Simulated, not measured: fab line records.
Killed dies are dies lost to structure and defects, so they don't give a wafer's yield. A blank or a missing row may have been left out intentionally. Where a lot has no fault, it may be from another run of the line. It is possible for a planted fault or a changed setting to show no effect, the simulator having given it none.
fab line records	flow nandHarc
record lots=11	wafers=33	lastDay=24
route steps=1159 shown A_CONTACT@906 END@1159
lots that met no fault: from a run of the same line without faults
startH: start of the lot's first displayed wafer, in hours after the record's first day	waitH: hours since the lot's step before	" identical to the entry in the row above	L1.1+2: a single row standing in for several wafers	- no value present, or no start provided	* or withheld: withheld	< > ~ a bound
route shown NAME@n: NAME is a module with steps in the file, n the number in the route of the first one	usual: the fault-free wafers' mean and standard deviation	same: alike in all rows	chamber/n: place in a boat	sites: the reading at each site	_std_site: the standard deviation of these	_edge_site: mean of outer sites minus mean of inner sites	radiusMm: for every site, how far away it sits from the centre of the wafer	mask NAME#n: copy n	behind: the tool/chamber that last shaped the wafer	hold: cause of the lot's hold/its duration in hours/its outcome	device: the n, p or np transistor that did not switch	end of line: at the end of the route, the tests of the same wafers	where a step has no rows: the recipe by itself	killed: at the first sort, the dies lost to defects and structure; wafer yield is something else	map: dies across one wafer; x = killed, . = not, _ = none there
set.NAME: the setting that was run; set.NAME@STEP: the one run at that earlier step	model.NAME: the simulator's own value behind a step, which no gauge read
one table for each step of the route and one row for each wafer, over a sample of lots
services: the hour from which a tool's chamber was out of use, counted from the record's first day as startH (under 0 if before that day), plus the number of hours and why
## steps
# step NHARC_A_CONTACT_ETCH_126
# recipe sourceW=withheld	pressureMtorr=20	biasV=1200	timeS=155	targetDepthA=9560	arFlowSccm=withheld	c4f8FlowSccm=withheld	o2FlowSccm=withheld	chemistry=C4F8/O2/Ar
# usual chamberPressureMTorr=19.998/0.017	oesAirLineAu=1.000/0.021
lot.wafer	tool	chamber	startH	waitH	chamberPressureMTorr	oesAirLineAu	rfHoursCounterH
L475.2	harCapEtch-02	1	374.41	0.1	19.984	0.972	11
L475.4	"	0	"	"	19.985	1.006	-
L475.6	"	1	"	"	20.024	0.967	-
L478.2	harCapEtch-01	1	397.94	0.1	20.008	0.988	60
L478.4	"	0	"	"	20.016	0.974	-
L478.5	"	0	"	"	19.988	0.989	-
L486.2	harCapEtch-03	0	459.51	0.1	20.027	1.003	98
L486.3	"	1	"	"	19.991	1.007	-
L486.5	"	1	"	"	20.019	0.993	-
L489.1	harCapEtch-02	1	460.59	0.1	19.972	0.976	27
L489.3	"	0	"	"	20.022	0.992	-
L489.6	"	1	"	"	19.963	0.979	-
L492.2	harCapEtch-01	0	467.87	0.1	19.996	0.993	73
L492.4	"	0	"	"	20.014	1.028	-
L492.6	"	0	"	"	19.992	0.983	-
L491.2	harCapEtch-03	1	473.15	0.1	19.998	0.987	101
L491.4	"	1	"	"	20.007	0.982	-
L491.5	"	1	"	"	20.004	1.010	-
L493.2	harCapEtch-02	0	473.25	0.1	19.992	1.006	30
L493.4	"	0	"	"	20.026	1.002	-
L493.6	"	1	"	"	19.987	0.988	-
L495.2	harCapEtch-02	0	503.15	0.1	20.011	1.008	33
L495.6	"	1	"	"	19.979	1.026	-
L495.5	"	0	"	"	19.979	1.000	-
L494.1	harCapEtch-03	1	507.12	0.1	19.987	1.002	106
L494.2	"	0	"	"	20.019	1.011	106
L494.6	"	0	"	"	20.022	1.018	-
L497.1	harCapEtch-02	1	511.54	0.1	20.008	1.019	36
L497.4	"	1	"	"	19.986	0.999	-
L497.5	"	0	"	"	20.007	0.986	-
L498.4	harCapEtch-03	1	512.95	0.1	20.026	0.977	-
L498.3	"	0	"	"	19.962	0.992	-
L498.6	"	1	"	"	19.998	1.002	-
# step NHARC_A_CONTACT_ETCH_130
# recipe sourceW=withheld	pressureMtorr=20	biasV=1200	timeS=155	targetDepthA=9560	arFlowSccm=withheld	c4f8FlowSccm=withheld	o2FlowSccm=withheld	chemistry=C4F8/O2/Ar
# usual chamberPressureMTorr=20.003/0.019	oesAirLineAu=1.004/0.021
lot.wafer	tool	chamber	startH	waitH	chamberPressureMTorr	oesAirLineAu	rfHoursCounterH
L475.2	harCapEtch-02	1	374.98	0.1	20.021	1.027	11
L475.4	"	0	"	"	20.005	1.020	-
L475.6	"	1	"	"	19.998	1.003	-
L478.2	harCapEtch-01	1	398.51	0.1	20.018	0.988	60
L478.4	"	0	"	"	20.009	1.010	-
L478.5	"	0	"	"	20.007	1.045	-
L486.2	harCapEtch-03	0	460.08	0.1	20.010	1.003	98
L486.3	"	1	"	"	19.985	0.988	-
L486.5	"	1	"	"	19.988	1.011	-
L489.1	harCapEtch-02	1	461.16	0.1	20.018	0.989	27
L489.3	"	0	"	"	20.026	0.990	-
L489.6	"	1	"	"	20.035	0.969	-
L492.2	harCapEtch-01	0	468.44	0.1	20.001	1.003	73
L492.4	"	0	"	"	20.001	0.989	-
L492.6	"	0	"	"	19.993	0.983	-
L491.2	harCapEtch-03	1	473.72	0.1	19.991	0.996	102
L491.4	"	1	"	"	19.956	0.973	-
L491.5	"	1	"	"	20.014	0.985	-
L493.2	harCapEtch-02	0	473.82	0.1	19.966	1.015	31
L493.4	"	0	"	"	20.012	1.007	-
L493.6	"	1	"	"	20.026	0.952	-
L495.2	harCapEtch-02	0	503.71	0.1	19.986	0.998	34
L495.6	"	1	"	"	19.970	0.989	-
L495.5	"	0	"	"	20.045	1.028	-
L494.1	harCapEtch-03	1	507.69	0.1	20.005	0.997	107
L494.2	"	0	"	"	20.033	1.012	107
L494.6	"	0	"	"	20.016	1.018	-
L497.1	harCapEtch-02	1	512.11	0.1	20.011	1.008	36
L497.4	"	1	"	"	20.020	1.024	-
L497.5	"	0	"	"	19.991	1.032	-
L498.4	harCapEtch-03	1	513.51	0.1	20.027	1.000	-
L498.3	"	0	"	"	19.998	1.018	-
L498.6	"	1	"	"	20.005	1.017	-
# step NHARC_A_CONTACT_ETCH_91
# recipe targetDepthA=400	overEtchFrac=0.5	timeS=85.7	ionEnergyEv=120	ch3fFlowSccm=50	o2FlowSccm=30	arFlowSccm=200	rfW=500	biasW=100	chemistry=CH3F/O2
# usual biasW=99.95/0.29	ch3fFlowSccm=50.02/0.15	drypumpMotorCurrentA=5.7/0.35	oesProductAu=0.935/0.028	rfVppV=244.8/1.7	showerheadPlenumPTorr=2.50/0.1	throttleValvePct=20.663/0.0089
lot.wafer	tool	chamber	startH	waitH	biasW	ch3fFlowSccm	drypumpMotorCurrentA	oesProductAu	rfHoursCounterH	rfVppV	showerheadPlenumPTorr	throttleValvePct
L475.2	rieDiel-08	0	375.96	0.5	100.09	49.86	5.7	0.906	13	245.3	2.49	20.657
L475.4	"	2	"	"	100.25	49.81	5.1	0.921	14	245.0	2.47	20.676
L475.6	"	1	"	"	100.00	49.85	5.9	0.931	-	245.2	2.46	20.664
L478.4	rieDiel-07	1	399.48	0.4	100.24	49.87	5.9	0.921	59	245.1	2.47	20.659
L478.2	"	3	"	"	100.09	50.08	5.7	0.947	59	244.1	2.49	20.654
L478.5	"	2	"	"	99.51	49.87	6.3	0.918	-	245.6	2.64	20.654
L486.2	rieDiel-07	0	461.35	0.8	-	-	-	-	-	-	-	-
L486.3	"	2	"	"	-	-	-	-	-	-	-	-
L486.5	"	3	"	"	-	-	-	-	-	-	-	-
L489.3	rieDiel-13	2	462.15	0.5	-	-	-	-	-	-	-	-
L489.1	"	3	"	"	-	-	-	-	-	-	-	-
L489.6	"	3	"	"	-	-	-	-	-	-	-	-
L492.2	rieDiel-07	2	470.73	1.8	100.12	49.54	6.3	0.925	24	247.2	2.62	20.666
L492.4	"	3	"	"	99.62	49.88	5.7	0.934	25	245.4	2.48	20.658
L492.6	"	0	"	"	99.69	49.77	5.3	0.924	-	247.4	2.56	20.659
L491.4	rieDiel-13	2	474.71	0.4	99.96	50.02	5.3	0.915	8	242.1	2.40	20.676
L491.2	"	0	"	"	100.17	49.81	5.9	0.928	6	246.6	2.63	20.664
L491.5	"	2	"	"	100.17	49.87	5.3	0.911	-	242.7	2.40	20.658
L493.4	rieDiel-07	2	474.79	0.4	100.07	49.97	6.3	0.931	26	244.6	2.62	20.672
L493.2	"	0	"	"	100.19	50.00	5.3	0.928	29	244.1	2.56	20.658
L493.6	"	2	"	"	99.81	49.90	6.3	0.930	-	245.1	2.62	20.671
L495.2	rieDiel-07	2	504.69	0.5	100.22	50.02	6.3	0.930	37	246.5	2.62	20.668
L495.5	"	1	"	"	99.80	50.06	5.9	0.925	-	244.8	2.45	20.661
L495.6	"	2	"	"	99.90	49.96	6.3	0.928	-	246.0	2.62	20.673
L494.2	rieDiel-08	3	508.71	0.5	100.05	49.91	5.4	0.938	4	247.0	2.61	20.671
L494.1	"	0	"	"	99.70	50.02	5.7	0.929	4	244.4	2.48	20.666
L494.6	"	1	"	"	99.78	50.17	5.9	0.910	-	243.0	2.45	20.668
L497.1	rieDiel-13	0	513.10	0.5	99.72	49.99	5.9	0.999	17	246.9	2.63	20.658
L497.4	"	1	"	"	100.09	50.18	6.1	0.923	20	242.5	2.43	20.661
L497.5	"	1	"	"	100.03	50.09	6.1	0.929	-	243.4	2.43	20.658
L498.3	rieDiel-07	1	514.47	0.4	100.04	50.06	5.8	0.934	40	244.9	2.45	20.669
L498.4	"	2	"	"	99.85	50.29	6.3	0.929	40	246.8	2.62	20.668
L498.6	"	2	"	"	100.14	50.14	6.3	0.934	-	247.8	2.62	20.657
# step NHARC_A_CONTACT_ETCH_97
# recipe targetDepthA=200	overEtchFrac=0.5	timeS=10	ionEnergyEv=250	c4f6FlowSccm=25	o2FlowSccm=20	arFlowSccm=500	rfW=600	biasW=500	chemistry=C4F6/O2
# usual biasW=500.2/1.4	c4f6FlowSccm=25.00/0.076	drypumpMotorCurrentA=5.7/0.35	oesProductAu=0.961/0.025	rfVppV=548/3.3	showerheadPlenumPTorr=3.98/0.16	throttleValvePct=26.902/0.0092
lot.wafer	tool	chamber	startH	waitH	biasW	c4f6FlowSccm	drypumpMotorCurrentA	oesProductAu	rfHoursCounterH	rfVppV	showerheadPlenumPTorr	throttleValvePct
L475.4	rieDiel-08	3	-	-	499.0	24.99	5.5	0.943	13	553	4.17	26.918
L475.2	"	1	"	"	499.7	25.09	5.9	0.959	12	547	3.93	26.895
L475.6	"	2	"	"	499.3	25.03	5.1	0.927	-	547	3.94	26.900
L478.2	rieDiel-07	0	-	-	500.2	24.99	5.3	0.928	58	549	4.10	26.907
L478.4	"	3	"	"	501.5	25.12	5.8	0.953	59	546	3.97	26.919
L478.5	"	1	"	"	499.6	24.84	5.9	0.944	-	547	3.94	26.911
L486.3	rieDiel-07	0	461.53	0.1	499.8	24.83	5.3	0.986	21	549	4.08	26.915
L486.2	"	2	"	"	503.1	25.02	6.3	0.952	18	552	4.18	26.904
L486.5	"	3	"	"	500.0	25.06	5.8	0.980	-	549	3.96	26.896
L489.3	rieDiel-13	1	462.32	0.1	499.3	24.97	6.1	0.990	0	545	3.89	26.905
L489.1	"	2	"	"	499.7	25.01	5.4	0.989	0	545	3.84	26.903
L489.6	"	2	"	"	499.9	24.95	5.4	0.988	-	545	3.84	26.895
L492.4	rieDiel-07	1	-	-	499.1	24.91	5.9	0.976	25	546	3.92	26.907
L492.2	"	3	"	"	500.4	25.03	5.7	0.995	25	548	3.96	26.876
L492.6	"	2	"	"	501.8	25.08	6.3	0.991	-	552	4.17	26.914
L493.2	rieDiel-07	2	-	-	501.8	25.01	6.3	0.966	26	550	4.17	26.914
L493.4	"	0	"	"	499.0	25.12	5.3	0.943	29	550	4.08	26.900
L493.6	"	3	"	"	500.2	24.85	5.7	0.964	-	548	3.96	26.904
L491.2	rieDiel-13	2	-	-	503.7	25.13	5.4	0.955	8	545	3.83	26.880
L491.4	"	3	"	"	500.7	25.02	5.5	0.984	8	553	4.22	26.906
L491.5	"	2	"	"	502.5	25.17	5.3	0.953	-	546	3.83	26.885
L495.2	rieDiel-07	2	-	-	500.4	25.10	6.3	0.971	37	552	4.16	26.899
L495.5	"	0	"	"	500.3	25.04	5.3	0.938	-	550	4.07	26.903
L495.6	"	1	"	"	499.0	24.84	5.9	0.969	-	546	3.91	26.896
L494.2	rieDiel-08	2	-	-	501.5	25.02	5.1	0.978	4	547	3.93	26.891
L494.1	"	3	"	"	499.3	24.96	5.4	0.936	4	551	4.16	26.904
L494.6	"	2	"	"	500.2	25.05	5.1	0.980	-	546	3.93	26.893
L497.4	rieDiel-13	2	-	-	500.6	24.97	5.4	0.913	22	545	3.82	26.923
L497.1	"	3	"	"	500.7	24.98	5.5	0.949	23	552	4.21	26.893
L497.5	"	2	"	"	502.7	24.99	5.3	0.915	-	547	3.82	26.900
L498.4	rieDiel-07	2	-	-	501.0	24.97	6.3	0.960	40	551	4.16	26.908
L498.3	"	3	"	"	499.0	25.00	5.7	0.972	44	548	3.95	26.901
L498.6	"	2	"	"	500.4	25.04	6.3	0.976	-	553	4.16	26.908
# step NHARC_END_SORT_01
# recipe tempC=25
# usual killedAtArray=25/7.8	killedAtOther=0.6/0.81	killedAtPeriphery=3.3/2.2	killedDies=29/8.2	killedOpen=3.5/1.9	killedShort=1.8/1.3
# same grossDies=677
lot.wafer	tool	chamber	startH	waitH	killedAtArray	killedAtOther	killedAtPeriphery	killedDies	killedOpen	killedShort
L489.1	prober-01	0	531.28	2.5	673	3	1	677	4	0
L489.3	prober-01	0	532.86	3.1	675	0	2	677	1	2
L489.6	prober-01	0	535.23	4.0	672	2	3	677	3	2
L486.2	prober-02	0	532.05	2.8	671	3	3	677	3	1
L486.3	prober-02	0	532.84	3.1	676	0	1	677	4	5
L486.5	prober-02	0	534.44	3.7	672	3	2	677	2	1
# killed by level:class
L489.1 A_CONTACT:areaEtch=662 A_CHANNEL_HOLE_D1:chamberFilmFlake=4 THIN_TSV:chamberFilmFlake=3 A_BLC:geometricParticle:open=2 A_CONTACT:chamberFilmFlake=2 A_WL_FILL:geometricParticle:open=1 A_CONTACT:geometricParticle:open=1 P_GATE:chamberFilmFlake=1
L486.2 A_CONTACT:areaEtch=633 A_CHANNEL_HOLE_D1:chamberFilmFlake=14 A_SLIT:chamberFilmFlake=10 A_CONTACT:chamberFilmFlake=9 A_CHANNEL_FILL_D1:chamberFilmFlake=3 THIN_TSV:chamberFilmFlake=3 P_GATE:geometricParticle:open=1 P_CONTACT:geometricParticle:open=1
L486.3 A_CONTACT:areaEtch=631 A_SLIT:chamberFilmFlake=14 A_CHANNEL_HOLE_D1:chamberFilmFlake=14 A_CONTACT:chamberFilmFlake=6 A_CHANNEL_FILL_D1:chamberFilmFlake=3 A_CHANNEL_FILL_D1:geometricParticle:short=2 A_WL_FILL:geometricParticle:short=2 P_M0:geometricParticle:open=1
L489.3 A_CONTACT:areaEtch=661 A_CHANNEL_HOLE_D1:chamberFilmFlake=8 A_CONTACT:chamberFilmFlake=3 P_GATE:geometricParticle:short=1 P_M1:geometricParticle:open=1 A_M1:geometricParticle:short=1 A_ZERO_WELL:chamberFilmFlake=1 A_SLIT:chamberFilmFlake=1
L486.5 A_CONTACT:areaEtch=636 A_CHANNEL_HOLE_D1:chamberFilmFlake=19 A_SLIT:chamberFilmFlake=10 A_CONTACT:chamberFilmFlake=4 THIN_TSV:chamberFilmFlake=2 P_M1:geometricParticle:open=1 A_CONTACT:geometricParticle:open=1 STARTING-WAFER:geometricParticle:short=1
L489.6 A_CONTACT:areaEtch=659 A_CHANNEL_HOLE_D1:chamberFilmFlake=6 A_CONTACT:chamberFilmFlake=3 THIN_TSV:chamberFilmFlake=2 P_M0:geometricParticle:open=1 P_M0:geometricParticle:short=1 A_SGD_CUT:geometricParticle:open=1 A_WL_FILL:geometricParticle:short=1
## services
tool	chamber	startH	hours	kind
rieDiel-08	-	350.55	2.2	repair
rieDiel-07	0	362.10	-	clean
rieDiel-07	1	362.10	-	clean
rieDiel-07	2	362.10	-	clean
rieDiel-07	3	362.10	-	clean
rieDiel-07	0	386.60	-	clean
rieDiel-07	1	386.60	-	clean
rieDiel-07	2	386.60	-	clean
rieDiel-07	3	386.60	-	clean
harCapEtch-01	-	395.64	0.4	repair
rieDiel-13	1	399.79	10.7	repair
rieDiel-07	-	405.74	9.0	pm
rieDiel-07	0	405.74	9.0	ventCycle
rieDiel-07	1	405.74	9.0	ventCycle
rieDiel-07	2	405.74	9.0	ventCycle
rieDiel-07	3	405.74	9.0	ventCycle
rieDiel-07	0	414.74	-	clean
rieDiel-07	1	414.74	-	clean
rieDiel-07	2	414.74	-	clean
rieDiel-08	0	417.33	3.9	repair
rieDiel-13	-	442.55	0.3	repair
rieDiel-07	-	444.54	0.8	repair
rieDiel-08	-	459.16	21.9	repair
rieDiel-13	0	505.73	5.7	repair
## key
firstSign step=NHARC_A_CONTACT_ETCH_91	reading=toolRecord	direction=missing
effect step=NHARC_END_SORT_01	reading=killedAtArray	direction=up	sigmas=83	usual=25	struck=673
moreKillsBornAt NHARC_A_CONTACT_ETCH_91@rieDiel-13=1974	NHARC_A_CONTACT_ETCH_91@rieDiel-07=1900
metAt NHARC_A_CONTACT_ETCH_91
struckLots L486,L489
laterRowsLeftOut L486.2,L486.3,L486.5,L489.1,L489.3,L489.6
testerLeftOut L486,L489
notActingAt NHARC_A_CONTACT_ETCH_126,NHARC_A_CONTACT_ETCH_130,NHARC_A_CONTACT_ETCH_97
onsetBetween 399.48 461.35
fault kind=skippedStepWhole	tool=rieDiel-07,rieDiel-13	chamber=-	onsetH=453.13	steps=NHARC_A_CONTACT_ETCH_91	scope=struckLotsOnly
# testerLeftOut: of these lots the tester's yield and bins aren't shown, on N5 and GAA mostly nor the transistor test; their killed dies are dies lost to structure and defects alone, not to doping, threshold or leakage, so they don't give the yield
# laterRowsLeftOut: the simulator's readings of these wafers behind a module that went badly wrong aren't trusted and aren't shown, but for the sort
